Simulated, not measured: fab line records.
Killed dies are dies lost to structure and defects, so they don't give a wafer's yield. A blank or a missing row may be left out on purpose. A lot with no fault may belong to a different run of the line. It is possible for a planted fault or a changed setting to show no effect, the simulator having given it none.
Tool commonality check / flow nand_harc / 42 wafers sampled across 14 lots

## WHY IT WAS OPENED
On 2 of the 14 lots, a flag is raised at NHARC_P_CONTACT_CD_MEAS_12 on the reading cd_nm. Fault-free wafers read 89.8 nm, with a standard deviation of 0.53.
Rule: flag the lot when none of its wafers has a number, or when each of its wafers that has one lies beyond 4 standard deviations from that mean. The rest of the lots are taken to be sound.

lot=L368; measured=day 5 21:04; on=cd_sem-01; cd_nm (nm), wafer by wafer=89.7 89.8 89.6; flag=
lot=L370; measured=day 6 13:18; on=cd_sem-02; cd_nm (nm), wafer by wafer=90.6 90.2 89.7; flag=
lot=L369; measured=day 6 13:55; on=cd_sem-02; cd_nm (nm), wafer by wafer=89.5 89.0 89.5; flag=
lot=L371; measured=day 6 23:43; on=cd_sem-03; cd_nm (nm), wafer by wafer=89.4 90.0 90.4; flag=
lot=L373; measured=day 7 21:05; on=cd_sem-01; cd_nm (nm), wafer by wafer=89.6 90.0 89.6; flag=
lot=L375; measured=day 9 00:38; on=cd_sem-02; cd_nm (nm), wafer by wafer=89.9 89.8 89.5; flag=
lot=L377; measured=day 9 15:35; on=cd_sem-03; cd_nm (nm), wafer by wafer=90.2 89.9 90.0; flag=
lot=L378; measured=day 10 00:01; on=cd_sem-03; cd_nm (nm), wafer by wafer=89.6 89.5 89.8; flag=
lot=L379; measured=day 10 08:43; on=cd_sem-01; cd_nm (nm), wafer by wafer=89.7 89.9 89.7; flag=
lot=L380; measured=day 10 18:17; on=cd_sem-01; cd_nm (nm), wafer by wafer=89.7 90.1 91.0; flag=
lot=L384; measured=day 12 15:40; on=cd_sem-01; cd_nm (nm), wafer by wafer=90.1 89.9 90.4; flag=
lot=L388; measured=day 14 04:10; on=cd_sem-02; cd_nm (nm), wafer by wafer=48.7 48.9 48.6; flag=FLAGGED
lot=L389; measured=day 14 16:48; on=cd_sem-01; cd_nm (nm), wafer by wafer=89.2 89.4 89.8; flag=
lot=L390; measured=day 15 07:38; on=cd_sem-03; cd_nm (nm), wafer by wafer=59.2 58.9 58.4; flag=FLAGGED
On average the flagged lots' numbers are 53.8 nm, which is -36.0 nm against the usual, or -68 standard deviations.

## EACH LOT AND THE TOOL IT RAN ON
The record holds 3 process steps before the reading, out of a route of 1302 steps. In each cell: the tool, then ch and the chambers that the sampled wafers went through, then the start.
lot=L368; flag=; NHARC_P_GATE_RTA_64=rtp_anneal-02 ch 0, day 5 18:09; NHARC_P_CONTACT_DEP_30=pecvd-04 ch 0,1,2, day 5 19:45; NHARC_P_CONTACT_EXPOSE_09=arfi_scanner-03 ch 0, day 5 20:56
lot=L370; flag=; NHARC_P_GATE_RTA_64=rtp_anneal-02 ch 0, day 6 10:35; NHARC_P_CONTACT_DEP_30=pecvd-04 ch 1,2, day 6 11:53; NHARC_P_CONTACT_EXPOSE_09=arfi_scanner-03 ch 0, day 6 13:10
lot=L369; flag=; NHARC_P_GATE_RTA_64=rtp_anneal-01 ch 0, day 6 10:55; NHARC_P_CONTACT_DEP_30=pecvd-04 ch 0,1,2, day 6 12:22; NHARC_P_CONTACT_EXPOSE_09=arfi_scanner-01 ch 0, day 6 13:46
lot=L371; flag=; NHARC_P_GATE_RTA_64=rtp_anneal-02 ch 0, day 6 20:58; NHARC_P_CONTACT_DEP_30=pecvd-02 ch 0,1,2, day 6 22:17; NHARC_P_CONTACT_EXPOSE_09=arfi_scanner-01 ch 0, day 6 23:34
lot=L373; flag=; NHARC_P_GATE_RTA_64=rtp_anneal-01 ch 0, day 7 18:14; NHARC_P_CONTACT_DEP_30=pecvd-04 ch 0,1, day 7 19:33; NHARC_P_CONTACT_EXPOSE_09=arfi_scanner-02 ch 0, day 7 20:58
lot=L375; flag=; NHARC_P_GATE_RTA_64=rtp_anneal-02 ch 0, day 8 21:44; NHARC_P_CONTACT_DEP_30=pecvd-02 ch 0,1, day 8 23:05; NHARC_P_CONTACT_EXPOSE_09=arfi_scanner-02 ch 0, day 9 00:29
lot=L377; flag=; NHARC_P_GATE_RTA_64=rtp_anneal-01 ch 0, day 9 12:41; NHARC_P_CONTACT_DEP_30=pecvd-02 ch 0,1, day 9 14:08; NHARC_P_CONTACT_EXPOSE_09=arfi_scanner-03 ch 0, day 9 15:27
lot=L378; flag=; NHARC_P_GATE_RTA_64=rtp_anneal-02 ch 0, day 9 21:10; NHARC_P_CONTACT_DEP_30=pecvd-04 ch 0,1, day 9 22:31; NHARC_P_CONTACT_EXPOSE_09=arfi_scanner-01 ch 0, day 9 23:52
lot=L379; flag=; NHARC_P_GATE_RTA_64=rtp_anneal-02 ch 0, day 10 05:56; NHARC_P_CONTACT_DEP_30=pecvd-02 ch 0,1,2, day 10 07:17; NHARC_P_CONTACT_EXPOSE_09=arfi_scanner-01 ch 0, day 10 08:34
lot=L380; flag=; NHARC_P_GATE_RTA_64=rtp_anneal-01 ch 0, day 10 15:33; NHARC_P_CONTACT_DEP_30=pecvd-01 ch 0,2, day 10 16:56; NHARC_P_CONTACT_EXPOSE_09=arfi_scanner-01 ch 0, day 10 18:09
lot=L384; flag=; NHARC_P_GATE_RTA_64=rtp_anneal-02 ch 0, day 12 12:31; NHARC_P_CONTACT_DEP_30=pecvd-02 ch 0,1, day 12 14:12; NHARC_P_CONTACT_EXPOSE_09=arfi_scanner-03 ch 0, day 12 15:32
lot=L388; flag=FLAGGED; NHARC_P_GATE_RTA_64=rtp_anneal-01 ch 0, day 14 01:19; NHARC_P_CONTACT_DEP_30=pecvd-04 ch 0,1,2, day 14 02:41; NHARC_P_CONTACT_EXPOSE_09=arfi_scanner-03 ch 0, day 14 04:01
lot=L389; flag=; NHARC_P_GATE_RTA_64=rtp_anneal-02 ch 0, day 14 13:58; NHARC_P_CONTACT_DEP_30=pecvd-01 ch 0,2, day 14 15:15; NHARC_P_CONTACT_EXPOSE_09=arfi_scanner-02 ch 0, day 14 16:40
lot=L390; flag=FLAGGED; NHARC_P_GATE_RTA_64=rtp_anneal-02 ch 0, day 15 04:46; NHARC_P_CONTACT_DEP_30=pecvd-04 ch 0,1,2, day 15 06:06; NHARC_P_CONTACT_EXPOSE_09=arfi_scanner-03 ch 0, day 15 07:29
What these steps do:
- NHARC_P_GATE_RTA_64: time 1 s.
- NHARC_P_CONTACT_DEP_30: deposits SiNx, target thk 30 nm.
- NHARC_P_CONTACT_EXPOSE_09: exposes mask P CA, target cd 90 nm.
- NHARC_P_CONTACT_CD_MEAS_12: target cd 90 nm.

## FLAGGED AGAINST TOTAL, ONE TOOL AT A TIME (gauges that did the reading follow at the end)
step=NHARC_P_GATE_RTA_64; tool=rtp_anneal-01; lots run=5; flagged=1; share of the flagged lots=some; sound lots run after its first flagged lot=0
step=NHARC_P_GATE_RTA_64; tool=rtp_anneal-02; lots run=9; flagged=1; share of the flagged lots=some; sound lots run after its first flagged lot=0
step=NHARC_P_CONTACT_DEP_30; tool=pecvd-01; lots run=2; flagged=0; share of the flagged lots=none; sound lots run after its first flagged lot=-
step=NHARC_P_CONTACT_DEP_30; tool=pecvd-02; lots run=5; flagged=0; share of the flagged lots=none; sound lots run after its first flagged lot=-
step=NHARC_P_CONTACT_DEP_30; tool=pecvd-04; lots run=7; flagged=2; share of the flagged lots=all; sound lots run after its first flagged lot=0
step=NHARC_P_CONTACT_EXPOSE_09; tool=arfi_scanner-01; lots run=5; flagged=0; share of the flagged lots=none; sound lots run after its first flagged lot=-
step=NHARC_P_CONTACT_EXPOSE_09; tool=arfi_scanner-02; lots run=3; flagged=0; share of the flagged lots=none; sound lots run after its first flagged lot=-
step=NHARC_P_CONTACT_EXPOSE_09; tool=arfi_scanner-03; lots run=6; flagged=2; share of the flagged lots=all; sound lots run after its first flagged lot=0
step=NHARC_P_CONTACT_CD_MEAS_12; tool=cd_sem-01; lots run=6; flagged=0; share of the flagged lots=none; sound lots run after its first flagged lot=-
step=NHARC_P_CONTACT_CD_MEAS_12; tool=cd_sem-02; lots run=4; flagged=1; share of the flagged lots=some; sound lots run after its first flagged lot=0
step=NHARC_P_CONTACT_CD_MEAS_12; tool=cd_sem-03; lots run=4; flagged=1; share of the flagged lots=some; sound lots run after its first flagged lot=0

## WHAT THE TABLE PERMITS
In 2 table rows, all flagged lots were run: pecvd-04 (NHARC_P_CONTACT_DEP_30), arfi_scanner-03 (NHARC_P_CONTACT_EXPOSE_09).
- pecvd-04 at NHARC_P_CONTACT_DEP_30: 2 of its 7 lots flagged. It ran its last sound lot, L378, at day 9 22:31 and its first flagged lot, L388, at day 14 02:41: a fault with its onset between the two fits.
- arfi_scanner-03 at NHARC_P_CONTACT_EXPOSE_09: 2 of its 6 lots flagged. It ran its last sound lot, L384, at day 12 15:32 and its first flagged lot, L388, at day 14 04:01: a fault with its onset between the two fits. Its own readings lie more than 4 standard deviations out on every wafer of the flagged lots: exposure_dose_mJ_cm2.
A lot count leaves these 2 tools indistinguishable: every one of them fits a fault beginning at some hour. More lots, or a look at what each step does to the wafer, might.

## WHAT HAD BEEN PUT IN BY THE SIMULATOR
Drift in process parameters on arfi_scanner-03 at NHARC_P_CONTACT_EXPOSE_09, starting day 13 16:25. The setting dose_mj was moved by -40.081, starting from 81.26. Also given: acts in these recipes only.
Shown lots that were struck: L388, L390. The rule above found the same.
